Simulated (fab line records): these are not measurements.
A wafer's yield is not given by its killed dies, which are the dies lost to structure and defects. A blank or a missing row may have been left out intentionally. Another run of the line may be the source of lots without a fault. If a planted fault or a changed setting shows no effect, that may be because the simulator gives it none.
Struck lot and sound lot, side by side	flow nand-harc	15 steps out of a route of 1302
Sound: these wafers, L547.4, L547.5, L547.6. Struck: wafers L544.4, L544.6. (L544.5 of the same lot was not struck and is left out.) The cause comes at the end.
For every step that has rows: the tool of each side, followed by ch and its chambers, followed by its first start. Under that, the readings that differ: sound wafers	struck wafers	difference of the means	sigmas: that difference in standard deviations of wafers without a fault.
alike: readings with means less than 2 such deviations apart, plus words and numbers identical on both sides. not compared: withheld readings, readings lacking a value on some wafer, bounds such as >300 that could conceal the same value, and numbers that have no deviation in the record and whose values overlap.
Wherever a step has rows on one side only, a row that says differs or no value, or a row with sigmas, the two part there. When numbers do not overlap yet have no deviation, they are printed without sigmas and do not part them. A reading missing from all wafers of one side parts the sides only when that side holds two or more wafers.

first, 7 steps without rows for these wafers: NHARC_A_CHANNEL_HOLE_D1_COAT_37 (time 65 s); NHARC_A_CHANNEL_HOLE_D1_COAT_04 (resist thk 90 nm); NHARC_A_CHANNEL_HOLE_D1_SOFTBAKE_05 (time 55 s); NHARC_A_CHANNEL_HOLE_D1_EBR_06; NHARC_A_CHANNEL_HOLE_D1_EXPOSE_07 (exposes mask HOLE D1, target cd 100 nm); NHARC_A_CHANNEL_HOLE_D1_PEB_08 (peb time 65 s); NHARC_A_CHANNEL_HOLE_D1_DEVELOP_09 (develop time 35 s).
NHARC_A_CHANNEL_HOLE_D1_CD_MEAS_10 targets a cd of 100 nm.
  sound on cd-sem-02 ch 0, day 14 13:04; struck on cd-sem-02 ch 0, day 13 03:25
  alike: cd-nm
NHARC_A_CHANNEL_HOLE_D1_OVL_MEAS_11:
  sound on overlay-01 at day 14 13:09; struck on overlay-01 at day 13 03:30
  alike: overlay-x-nm, overlay-y-nm
NHARC_A_CHANNEL_HOLE_D1_INSPECT_12:
  sound on defect-inspect-02 at day 14 13:11; struck on defect-inspect-02 at day 13 03:32
  alike: raw-defect-count
NHARC_A_CHANNEL_HOLE_D1_DESCUM_15: chemistry O2, time 3 s.
  sound on rie-diel-05 ch 2,3, day 14 13:14; struck on rie-diel-06 ch 0,1, day 13 03:35
  alike: drypump-motor-current-A, o2-flow-sccm, oes-product-au, rf-vpp-V, showerhead-plenum-p-Torr, throttle-valve-pct
  not compared: rf-hours-counter-h
NHARC_A_CHANNEL_HOLE_D1_ETCH_38: etches the open film in CF4, target depth 39 nm, time 65 s.
  sound on rie-diel-05 ch 1,2,3, day 14 13:20; struck on rie-diel-06 ch 2,3, day 13 03:42
  alike: bias-w, drypump-motor-current-A, oes-product-au, rf-vpp-V, showerhead-plenum-p-Torr, throttle-valve-pct
  not compared: rf-hours-counter-h
NHARC_A_CHANNEL_HOLE_D1_ETCH_39: etches the open film in N2/H2, target depth 260 nm, time 325 s.
  sound on rie-diel-05 ch 2,3, day 14 13:25; struck on rie-diel-06 ch 0,1, day 13 03:46
reading	sound	struck	difference	sigmas
oes-product-au (a.u.)	0.996 0.965 1.004	0.874 0.876	-0.113	-11
  alike: bias-w, drypump-motor-current-A, rf-vpp-V, showerhead-plenum-p-Torr, throttle-valve-pct
  not compared: rf-hours-counter-h
NHARC_A_CHANNEL_HOLE_D1_ETCH_34: etches the open film in CF4/CHF3, target depth 154 nm, time 77 s.
  sound: rie-diel-05 ch 0,1; struck: rie-diel-06 ch 0,1
  alike: bias-w, drypump-motor-current-A, oes-product-au, rf-vpp-V, showerhead-plenum-p-Torr, throttle-valve-pct
  not compared: rf-hours-counter-h
-- record jumps: 17 days between struck wafers' starts before vs after; left off in module A_CHANNEL_HOLE_D1, resumes in module END, first step shown is number 1302 of the route --
NHARC_END_SORT_01:
  sound on prober-01 ch 0, day 30 06:38; struck on prober-02 ch 0, day 29 20:19
  alike: killed-at-array, killed-at-other, killed-at-periphery, killed-dies, killed-open, killed-short

WHERE THEY PART
Only at NHARC_A_CHANNEL_HOLE_D1_ETCH_39, within this record. Later steps at which nothing parts them and some readings are alike: NHARC_A_CHANNEL_HOLE_D1_ETCH_34, NHARC_END_SORT_01.

WHY: what the simulator had put in
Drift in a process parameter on rie-diel-06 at NHARC_A_CHANNEL_HOLE_D1_ETCH_39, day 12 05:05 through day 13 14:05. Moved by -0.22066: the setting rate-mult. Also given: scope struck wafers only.
